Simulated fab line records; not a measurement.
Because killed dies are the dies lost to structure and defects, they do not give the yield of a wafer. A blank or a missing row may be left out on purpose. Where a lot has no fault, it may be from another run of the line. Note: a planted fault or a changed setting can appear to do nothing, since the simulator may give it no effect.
fab line records | flow n5-finfet
record: lots: 10 | wafers: 30 | last-day: 18
route steps=1938 shown BEOL_M8@1376 MIM_TOP@1834 MIM_BOT_LITHO@1862 PASSIVATION@1936
lots that met no fault: taken from a fault-free run of the same line
start-h: start of the lot's first displayed wafer, in hours after the record's first day | wait-h: time in hours since the lot's previous step | " same as the row above | L1.1+2: a row that stands for several wafers | - either no value or no given start | * or withheld: withheld | < > ~ a bound
route shown NAME@n: NAME is a module with steps in the file, n the number in the route of the first one | usual: mean and standard deviation over wafers with no fault | same: alike in all rows | chamber/n: place in a boat | sites: readings site by site | _std_site: the values' standard deviation | _edge_site: mean of outer sites minus mean of inner sites | radius-mm: how far each site lies from the wafer's centre | mask NAME#n: copy n | behind: the most recent tool/chamber to have shaped the wafer | hold: reason for holding the lot/hours on hold/outcome of the hold | device: names the non-switching transistor (n, p or np) | end of line: the tests these same wafers got at the end of their route | for a step that has no rows: nothing shown but its recipe | killed: at the first sort, the dies lost to defects and structure; wafer yield is something else | map: dies across one wafer; x = killed, . = not, _ = none there
set.NAME: the setting the step ran with; set.NAME@STEP: the setting that earlier step ran with | model.NAME: the simulator's own value behind a step, which no gauge read
route steps across a sampled set of lots; one table per step, one row per wafer
services: when a tool's chamber went out of use (start-h, in hours from the record's first day, below 0 if earlier), for how many hours, and the reason
== steps ==
step: N5_BEOL_M8_STRIP_36
recipe: chemistry: N2/H2 | power-w: 450 | temp-c: 40 | pressure-mtorr: 20 | rf-frequency-hz: 6e+07 | overash-fraction: 0.3 | bias-power-w: 7 | h2-frac: 0.5 | n2-flow-sccm: 200 | h2-flow-sccm: 200
usual: drypump-motor-current-A: 5.7/0.42 | h2-flow-sccm: 200.0/0.64 | n2-flow-sccm: 199.9/0.61 | oes-product-au: 0.82/0.074 | rf-vpp-V: 59.4/1.3 | showerhead-plenum-p-Torr: 2.54/0.083 | throttle-valve-pct: 23.47/0.27
same: overash-fraction: 0.3
lot.wafer | tool        | chamber | start-h | wait-h | drypump-motor-current-A | h2-flow-sccm | n2-flow-sccm | oes-product-au | rf-hours-counter-h | rf-vpp-V | showerhead-plenum-p-Torr | throttle-valve-pct
L293.2    | rie-diel-02 | 1       | 203.67  | 0.0    | 5.2                     | 200.8        | 199.7        | 0.84           | 63                 | 58.6     | 2.59                     | 23.55
L293.3    | "           | 3       | "       | "      | 5.7                     | 200.5        | 200.0        | 0.92           | 24                 | 59.7     | 2.59                     | 23.41
L293.6    | "           | 2       | "       | "      | 6.2                     | 200.3        | 200.9        | 0.81           | -                  | 60.0     | 2.66                     | 23.30
L295.2    | rie-diel-02 | 3       | 211.16  | 0.0    | 5.7                     | 199.4        | 200.0        | 0.88           | 27                 | 59.7     | 2.59                     | 23.42
L295.5    | "           | 1       | "       | "      | 5.3                     | 201.4        | 198.9        | 0.83           | -                  | 63.2     | 2.58                     | 23.51
L295.6    | "           | 2       | "       | "      | 6.2                     | 200.7        | 201.7        | 0.80           | -                  | 60.3     | 2.66                     | 23.24
L296.2    | rie-diel-02 | 0       | 218.86  | 0.0    | 5.8                     | 199.6        | 200.3        | 0.71           | 205                | 60.7     | 2.40                     | 23.53
L296.3    | "           | 3       | "       | "      | 5.7                     | 199.9        | 199.5        | 0.89           | 30                 | 57.3     | 2.59                     | 23.42
L296.6    | "           | 1       | "       | "      | 5.3                     | 199.5        | 199.8        | 0.84           | -                  | 59.3     | 2.58                     | 23.54
L297.2    | rie-diel-02 | 0       | 222.45  | 0.0    | 5.8                     | 201.6        | 199.1        | 0.71           | 206                | 59.3     | 2.40                     | 23.53
L297.3    | "           | 2       | "       | "      | 6.2                     | 199.9        | 199.9        | 0.81           | 94                 | 61.3     | 2.66                     | 23.29
L297.6    | "           | 0       | "       | "      | 5.8                     | 200.9        | 199.8        | 0.70           | -                  | 58.5     | 2.40                     | 23.57
L298.1    | rie-diel-04 | 3       | 233.11  | 0.0    | 6.5                     | 198.9        | 200.1        | 0.71           | 223                | 60.4     | 2.61                     | 23.74
L298.2    | "           | 0       | "       | "      | 5.2                     | 199.8        | 199.6        | 0.91           | 15                 | 59.4     | 2.47                     | 22.82
L298.5    | "           | 3       | "       | "      | 6.6                     | 200.5        | 200.2        | 0.69           | -                  | 59.5     | 2.61                     | 23.76
L299.1    | rie-diel-02 | 0       | 243.12  | 0.0    | 5.8                     | 199.3        | 199.3        | 0.72           | 213                | 56.7     | 2.40                     | 23.55
L299.4    | "           | 2       | "       | "      | 6.2                     | 201.3        | 198.7        | 0.78           | 100                | 61.3     | 2.65                     | 23.27
L299.5    | "           | 0       | "       | "      | 5.8                     | 200.2        | 199.8        | 0.71           | -                  | 58.4     | 2.40                     | 23.56
L305.1    | rie-diel-02 | 2       | 296.65  | 0.0    | 6.2                     | 200.3        | 199.5        | 0.77           | 115                | 59.7     | 2.65                     | 23.32
L305.3    | "           | 1       | "       | "      | 5.2                     | 199.3        | 199.7        | 0.81           | 92                 | 58.6     | 2.57                     | 23.58
L305.4    | "           | 0       | "       | "      | 5.8                     | 199.9        | 198.6        | 0.70           | 229                | 59.3     | 2.39                     | 23.57
L311.1    | rie-diel-05 | 0       | 323.76  | 0.0    | 5.8                     | 199.8        | 199.8        | 0.83           | 76                 | 59.2     | 2.47                     | 23.73
L311.2    | "           | 1       | "       | "      | 5.7                     | 199.5        | 200.0        | 0.78           | 94                 | 61.7     | 2.46                     | 23.81
L311.3    | "           | 2       | "       | "      | 6.6                     | 200.8        | 199.2        | 0.92           | 28                 | 57.4     | 2.62                     | 23.82
L314.1    | rie-diel-04 | 1       | 335.97  | 0.0    | 5.4                     | 200.1        | 199.7        | 0.82           | 99                 | 59.6     | 2.57                     | 23.49
L314.3    | "           | 0       | "       | "      | 5.2                     | 200.8        | 200.6        | 0.85           | 55                 | 59.7     | 2.46                     | 22.86
L314.6    | "           | 0       | "       | "      | 5.3                     | 200.9        | 199.8        | 0.85           | -                  | 60.5     | 2.46                     | 22.91
L313.3    | rie-diel-05 | 0       | 345.74  | 0.0    | 5.8                     | 199.6        | 199.7        | 0.82           | 84                 | 58.6     | 2.46                     | 23.75
L313.5    | "           | 3       | "       | "      | 5.2                     | 201.0        | 200.6        | 0.81           | -                  | 60.5     | 2.69                     | 23.61
L313.6    | "           | 0       | "       | "      | 5.8                     | 200.0        | 200.0        | 0.82           | -                  | 56.6     | 2.47                     | 23.74
step: N5_MIM_TOP_ALD_00
recipe: material: Al2O3 | target-thk-a: * | temp-c: withheld | ald-precursor-family: TMA | ald-co-reactant: O3 | pulse-time-s: withheld | purge-time-s: 3 | co-reactant-purge-time-s: withheld | co-reactant-pulse-time-s: 3 | ald-cycles: withheld
usual: precursor-pulse-height-rel: 1.000/0.021
lot.wafer | tool      | chamber | start-h | wait-h | precursor-pulse-height-rel
L295.2    | ald-hk-02 | 1       | 271.17  | 0.1    | 0.991
L295.5    | "         | 1       | "       | "      | 1.012
L295.6    | "         | 0       | "       | "      | 1.058
L293.2    | ald-hk-03 | 1       | 271.69  | 0.1    | 1.021
L293.3    | "         | 3       | "       | "      | 0.991
L293.6    | "         | 1       | "       | "      | 1.055
L296.2    | ald-hk-01 | 0       | 275.43  | 0.1    | 1.013
L296.3    | "         | 2       | "       | "      | 1.015
L296.6    | "         | 1       | "       | "      | 1.045
L297.2    | ald-hk-03 | 3       | 281.97  | 0.1    | 1.010
L297.3    | "         | 1       | "       | "      | 0.990
L297.6    | "         | 0       | "       | "      | 0.966
L298.1    | ald-hk-03 | 0       | 301.82  | 0.1    | 1.018
L298.2    | "         | 3       | "       | "      | 0.985
L298.5    | "         | 1       | "       | "      | 1.014
L299.1    | ald-hk-02 | 0       | 302.12  | 0.1    | 0.978
L299.4    | "         | 2       | "       | "      | 1.013
L299.5    | "         | 3       | "       | "      | 0.983
L305.1    | ald-hk-02 | 3       | 349.06  | 0.1    | 0.998
L305.3    | "         | 0       | "       | "      | 1.006
L305.4    | "         | 1       | "       | "      | 0.986
L311.1    | ald-hk-01 | 3       | 379.78  | 0.1    | 0.974
L311.2    | "         | 0       | "       | "      | 0.999
L311.3    | "         | 1       | "       | "      | 1.017
L314.1    | ald-hk-03 | 2       | 406.26  | 0.1    | 0.975
L314.3    | "         | 3       | "       | "      | 0.972
L314.6    | "         | 2       | "       | "      | 0.985
L313.3    | ald-hk-03 | 0       | 411.14  | 0.1    | 1.015
L313.5    | "         | 1       | "       | "      | 1.037
L313.6    | "         | 2       | "       | "      | 0.994
step: N5_MIM_BOT_LITHO_CD_MEAS_08
recipe: target-cd-nm: 3000 | landing-energy-ev: 500 | detector: se-inlens | polarity: opening
usual: cd-nm: 2999.0/1.7
lot.wafer | tool      | chamber | start-h | wait-h | cd-nm
L295.2    | cd-sem-02 | 0       | 273.75  | -      | 3000.7
L295.5    | "         | 0       | "       | "      | 3001.7
L295.6    | "         | 0       | "       | "      | 3000.2
L293.2    | cd-sem-03 | 0       | 273.91  | -      | 2998.3
L293.3    | "         | 0       | "       | "      | 2998.7
L293.6    | "         | 0       | "       | "      | 2999.8
L296.2    | cd-sem-02 | 0       | 277.68  | -      | 2999.9
L296.3    | "         | 0       | "       | "      | 2998.9
L296.6    | "         | 0       | "       | "      | 2998.5
L297.2    | cd-sem-02 | 0       | 290.93  | -      | 2998.1
L297.3    | "         | 0       | "       | "      | 2997.5
L297.6    | "         | 0       | "       | "      | 2994.9
L298.1    | cd-sem-03 | 0       | 304.47  | -      | 2995.8
L298.2    | "         | 0       | "       | "      | 2998.9
L298.5    | "         | 0       | "       | "      | 2999.0
L299.1    | cd-sem-02 | 0       | 304.91  | -      | 3001.5
L299.4    | "         | 0       | "       | "      | 2997.4
L299.5    | "         | 0       | "       | "      | 3000.5
L305.1    | cd-sem-03 | 0       | 353.56  | -      | 2999.0
L305.3    | "         | 0       | "       | "      | 2998.9
L305.4    | "         | 0       | "       | "      | 2999.1
L311.1    | cd-sem-01 | 0       | 382.04  | -      | 2999.9
L311.2    | "         | 0       | "       | "      | 3001.0
L311.3    | "         | 0       | "       | "      | 2998.8
L314.1    | cd-sem-01 | 0       | 412.18  | -      | 3000.1
L314.3    | "         | 0       | "       | "      | 3000.1
L314.6    | "         | 0       | "       | "      | 2999.2
L313.3    | cd-sem-01 | 0       | 413.05  | -      | 3001.3
L313.5    | "         | 0       | "       | "      | 3000.8
L313.6    | "         | 0       | "       | "      | 3001.4
step: N5_MIM_BOT_LITHO_DESCUM_10
recipe: chemistry: O2 | time-s: 7.9 | source-power-w: 50 | bias-power-w: 20 | pressure-mtorr: 20 | rf-frequency-hz: 2.712e+07 | temp-c: 40 | o2-flow-sccm: 225
usual: drypump-motor-current-A: 5.7/0.44 | oes-product-au: 0.82/0.074 | rf-fwd-power-W: 49.69/0.16 | rf-vpp-V: 243.1/1.2 | showerhead-plenum-p-Torr: 2.10/0.073 | throttle-valve-pct: 20.28/0.19
lot.wafer | tool        | chamber | start-h | wait-h | drypump-motor-current-A | oes-product-au | rf-fwd-power-W | rf-hours-counter-h | rf-vpp-V | showerhead-plenum-p-Torr | throttle-valve-pct
L295.2    | rie-diel-04 | 3       | 273.83  | 0.0    | 6.5                     | 0.70           | 49.70          | 234                | 243.6    | 2.16                     | 20.61
L295.5    | "           | 2       | "       | "      | 5.8                     | 0.97           | 49.93          | -                  | 242.9    | 2.03                     | 20.15
L295.6    | "           | 3       | "       | "      | 6.5                     | 0.69           | 49.66          | -                  | 242.0    | 2.15                     | 20.60
L293.2    | rie-diel-04 | 3       | 274.00  | 0.0    | 6.5                     | 0.69           | 49.67          | 234                | 244.8    | 2.15                     | 20.60
L293.3    | "           | 1       | "       | "      | 5.4                     | 0.83           | 49.74          | 74                 | 242.0    | 2.12                     | 20.32
L293.6    | "           | 0       | "       | "      | 5.2                     | 0.88           | 49.51          | -                  | 241.7    | 2.03                     | 19.82
L296.2    | rie-diel-05 | 3       | 277.90  | 0.2    | 5.2                     | 0.84           | 49.60          | 68                 | 245.7    | 2.20                     | 20.31
L296.3    | "           | 0       | "       | "      | 5.8                     | 0.85           | 49.57          | 62                 | 242.9    | 2.03                     | 20.29
L296.6    | "           | 3       | "       | "      | 5.2                     | 0.84           | 49.60          | -                  | 243.3    | 2.20                     | 20.30
L297.2    | rie-diel-02 | 1       | 291.02  | 0.0    | 5.2                     | 0.81           | 49.79          | 91                 | 244.0    | 2.11                     | 20.30
L297.3    | "           | 3       | "       | "      | 5.6                     | 0.85           | 49.70          | 53                 | 244.0    | 2.12                     | 20.07
L297.6    | "           | 3       | "       | "      | 5.7                     | 0.84           | 49.75          | -                  | 242.5    | 2.12                     | 20.07
L298.1    | rie-diel-02 | 0       | 304.56  | 0.0    | 5.8                     | 0.69           | 49.69          | 232                | 241.3    | 1.98                     | 20.42
L298.2    | "           | 3       | "       | "      | 5.7                     | 0.84           | 49.62          | 57                 | 244.1    | 2.12                     | 20.08
L298.5    | "           | 2       | "       | "      | 6.2                     | 0.77           | 49.70          | -                  | 244.2    | 2.19                     | 20.28
L299.1    | rie-diel-05 | 3       | 304.99  | 0.0    | 5.2                     | 0.83           | 49.62          | 77                 | 244.7    | 2.20                     | 20.31
L299.4    | "           | 1       | "       | "      | 5.6                     | 0.80           | 49.83          | 89                 | 240.0    | 2.02                     | 20.50
L299.5    | "           | 3       | "       | "      | 5.2                     | 0.84           | 49.90          | -                  | 244.9    | 2.20                     | 20.32
L305.1    | rie-diel-04 | 1       | 353.65  | 0.0    | 5.4                     | 0.81           | 49.72          | 102                | 241.9    | 2.11                     | 20.37
L305.3    | "           | 0       | "       | "      | 5.2                     | 0.83           | 49.73          | 61                 | 243.0    | 2.02                     | 19.85
L305.4    | "           | 0       | "       | "      | 5.2                     | 0.84           | 49.86          | -                  | 242.1    | 2.02                     | 19.87
L311.1    | rie-diel-02 | 3       | 382.13  | 0.0    | 5.7                     | 0.81           | 49.59          | 86                 | 242.3    | 2.11                     | 20.14
L311.2    | "           | 1       | "       | "      | 5.3                     | 0.78           | 49.88          | 122                | 244.0    | 2.10                     | 20.35
L311.3    | "           | 2       | "       | "      | 6.2                     | 0.75           | 49.81          | 146                | 245.1    | 2.18                     | 20.33
L314.1    | rie-diel-02 | 1       | 412.27  | 0.0    | 5.3                     | 0.77           | 49.58          | 131                | 243.4    | 2.10                     | 20.38
L314.3    | "           | 0       | "       | "      | 5.8                     | 0.95           | 49.51          | 11                 | 245.3    | 2.23                     | 20.04
L314.6    | "           | 1       | "       | "      | 5.3                     | 0.77           | 49.76          | -                  | 243.4    | 2.10                     | 20.37
L313.3    | rie-diel-05 | 1       | 413.13  | 0.0    | 5.6                     | 0.75           | 49.56          | 125                | 242.0    | 2.01                     | 20.54
L313.5    | "           | 1       | "       | "      | 5.6                     | 0.76           | 49.76          | -                  | 242.3    | 2.01                     | 20.57
L313.6    | "           | 0       | "       | "      | 5.7                     | 0.80           | 49.76          | -                  | 241.3    | 2.01                     | 20.37
step: N5_PASSIVATION_PROBE_49
usual: defect-limited-yield: 91.3/1.7 | killed_at_M0_to_M3: 33/11 | killed_at_M4_up: 14/5.5 | killed-at-contacts: 13/6.5 | killed-at-front-end: 39/13 | killed-at-other: 3.4/2.9 | killed-dies: 103/20 | killed-on-rim: 14/4.3 | killed-open: 69/15 | killed-short: 32/8.1 | sort_bin_5_function: 5.1/1.1 | sort_bin_6_memory: 3.3/0.74 | sort_bin_8_speed: 0.00/0.014 | sort-n-pass: 1077/20 | sort-yield-pct: 91.3/1.7
same: gross-dies: 1180 | killed-at-back-side: 0 | sort_bin_4_leakage[%]: 0
lot.wafer | tool      | chamber | start-h | wait-h | defect-limited-yield[%] | killed_at_M0_to_M3 | killed_at_M4_up | killed-at-contacts | killed-at-front-end | killed-at-other | killed-dies | killed-on-rim | killed-open | killed-short | sort_bin_5_function[%] | sort_bin_6_memory[%] | sort_bin_8_speed[%] | sort-n-pass | sort-yield-pct[%]
L305.1    | prober-02 | -       | 362.74  | 0.0    | 88.7                    | 31                 | 6               | 13                 | 71                  | 12              | 133         | 26            | 83          | 50           | 6.4                    | 4.6                  | 0                   | 1047        | 88.7
L305.3    | prober-02 | -       | 362.84  | 0.1    | 81.9                    | 24                 | 133             | 19                 | 34                  | 3               | 213         | 31            | 64          | 30           | 10.9                   | 4.3                  | 0                   | 967         | 81.9
L305.4    | prober-02 | -       | 362.89  | 0.2    | 91.1                    | 31                 | 12              | 14                 | 46                  | 2               | 105         | 16            | 75          | 29           | 5.2                    | 3.4                  | 0                   | 1075        | 91.1
killed by level:class
L305.1 FIN_SAQP:geometric-particle:open=20 BEOL_M1:geometric-particle:open=16 STI_FIN_REVEAL:geometric-particle:open=14 FIN_SAQP:geometric-particle:short=11 MOL_CONTACT_COAG:geometric-particle:open=10 BEOL_M0_SAQP:geometric-particle:short=7 GATE_CUT:geometric-particle:short=6 PAD_METAL:geometric-particle:short=5
L305.3 BEOL_M8:unspecified=119 MOL_CONTACT_COAG:geometric-particle:open=16 BEOL_M1:geometric-particle:open=10 STI_FIN_REVEAL:geometric-particle:open=9 FIN_SAQP:geometric-particle:open=6 FIN_SAQP:geometric-particle:short=6 BEOL_M4:geometric-particle:open=6 BEOL_M0_SAQP:geometric-particle:open=5
L305.4 MOL_CONTACT_COAG:geometric-particle:open=12 STI_FIN_REVEAL:geometric-particle:open=10 DUMMY_GATE:geometric-particle:open=10 BEOL_M4:geometric-particle:open=9 FIN_SAQP:geometric-particle:open=7 BEOL_M0_SAQP:geometric-particle:short=7 BEOL_M2:geometric-particle:open=7 BEOL_M0_SAQP:geometric-particle:open=6
== services ==
tool        | chamber | start-h | hours | kind
rie-diel-05 | 2       | 206.62  | -     | clean
rie-diel-05 | 2       | 206.62  | -     | consumable-replace:focus-ring
rie-diel-05 | 2       | 206.62  | 23.4  | scheduled-down
rie-diel-05 | 2       | 206.62  | 23.4  | vent-cycle
rie-diel-04 | 0       | 212.51  | 4.9   | repair
rie-diel-04 | 2       | 214.43  | 1.4   | repair
rie-diel-04 | 2       | 217.64  | -     | clean
rie-diel-04 | 2       | 217.64  | -     | consumable-replace:focus-ring
rie-diel-04 | 2       | 217.64  | 18.5  | scheduled-down
ald-hk-02   | -       | 286.63  | 2.8   | pm
rie-diel-04 | 3       | 302.35  | 11.0  | repair
rie-diel-05 | -       | 312.36  | 2.8   | pm
ald-hk-02   | -       | 325.56  | 0.2   | repair
ald-hk-02   | -       | 329.09  | 0.6   | repair
rie-diel-04 | -       | 337.78  | 6.8   | repair
rie-diel-02 | -       | 344.64  | 0.3   | repair
rie-diel-05 | 3       | 351.58  | 8.8   | repair
rie-diel-02 | 0       | 354.63  | -     | clean
rie-diel-02 | 0       | 354.63  | -     | consumable-replace:focus-ring
rie-diel-02 | 0       | 354.63  | -     | consumable-replace:showerhead
rie-diel-02 | 0       | 354.63  | 22.2  | scheduled-down
rie-diel-02 | 0       | 354.63  | 22.2  | vent-cycle
rie-diel-05 | 2       | 364.74  | 10.6  | repair
rie-diel-04 | -       | 406.79  | 0.3   | repair
== key ==
first-sign: step: N5_PASSIVATION_PROBE_49 | reading: killed_at_M4_up | direction: up | sigmas: 22 | usual: 14 | struck: 133
effect: step: N5_PASSIVATION_PROBE_49 | reading: killed-dies | direction: up | sigmas: 5.5 | usual: 103 | struck: 213
more-kills-born-at: N5_BEOL_M8_STRIP_36@rie-diel-02: 119
met-at N5_BEOL_M8_STRIP_36
struck-lots L305
struck-wafers L305.3
not-acting-at N5_MIM_TOP_ALD_00,N5_MIM_BOT_LITHO_CD_MEAS_08,N5_MIM_BOT_LITHO_DESCUM_10
onset-between 218.86 296.65
fault: kind: chamber-particle-source | tool: rie-diel-02 | chamber: 1 | onset-h: 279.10 | steps: N5_BEOL_M8_STRIP_36 | rate-per-visit-cm2: 1.7253 | end-h: 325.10
